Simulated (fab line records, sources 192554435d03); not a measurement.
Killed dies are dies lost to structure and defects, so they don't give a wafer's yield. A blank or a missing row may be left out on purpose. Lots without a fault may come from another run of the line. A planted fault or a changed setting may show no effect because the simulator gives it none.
Chamber matching | flow n5_finfet | N5_BEOL_M6_CMP_52 on cmp-04: 4 sister chambers
The step polishes, stops on SiCOH lowk, t overpolish 6.9 s, target thk 80 nm. 4 wafers are shown with their chamber, then 8 later ones without.

WAFERS WITH THEIR CHAMBER
wafer  | chamber | motor_current_A (A)
L079.1 | 3       | 6.7
L083.2 | 0       | 5.5
L083.4 | 2       | 5.8
L085.1 | 1       | 6.9

WAFERS WITHOUT THEIR CHAMBER
wafer  | motor_current_A (A)
L085.2 | 6.2
L085.6 | 6.0
L088.2 | 5.9
L088.5 | 6.9
L088.6 | 5.8
L089.1 | 6.1
L089.2 | 7.1
L089.3 | 6.6

WHICH CHAMBER EACH WENT THROUGH
wafer  | from the rows above               | in truth
L085.2 | can't be placed: 2 or 3 or 0 or 1 | 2
L085.6 | can't be placed: 2 or 0           | 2
L088.2 | can't be placed: 2 or 0           | 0
L088.5 | can't be placed: 1 or 3           | 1
L088.6 | can't be placed: 2 or 0           | 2
L089.1 | can't be placed: 2 or 0 or 3      | 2
L089.2 | can't be placed: 1 or 3           | 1
L089.3 | can't be placed: 3 or 1           | 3
Placed correctly: 0 of 8. Can't be placed from these rows: 8 (the true chamber is among the candidates in 8). Placed wrongly: 0.
How it was worked out, from the rows above alone: a wafer's distance from a chamber is the root of the sum, over the readings, of the square of ((its reading less the chamber's mean) divided by the reading's scatter). The wafer belongs to the nearest chamber; if the next one is less than 2 further off, it can't be placed. A chamber's mean is the mean of its shown wafers. The scatter: with one shown wafer a chamber, the root of the mean of the squares of how far each hidden wafer lies from its nearest shown one.
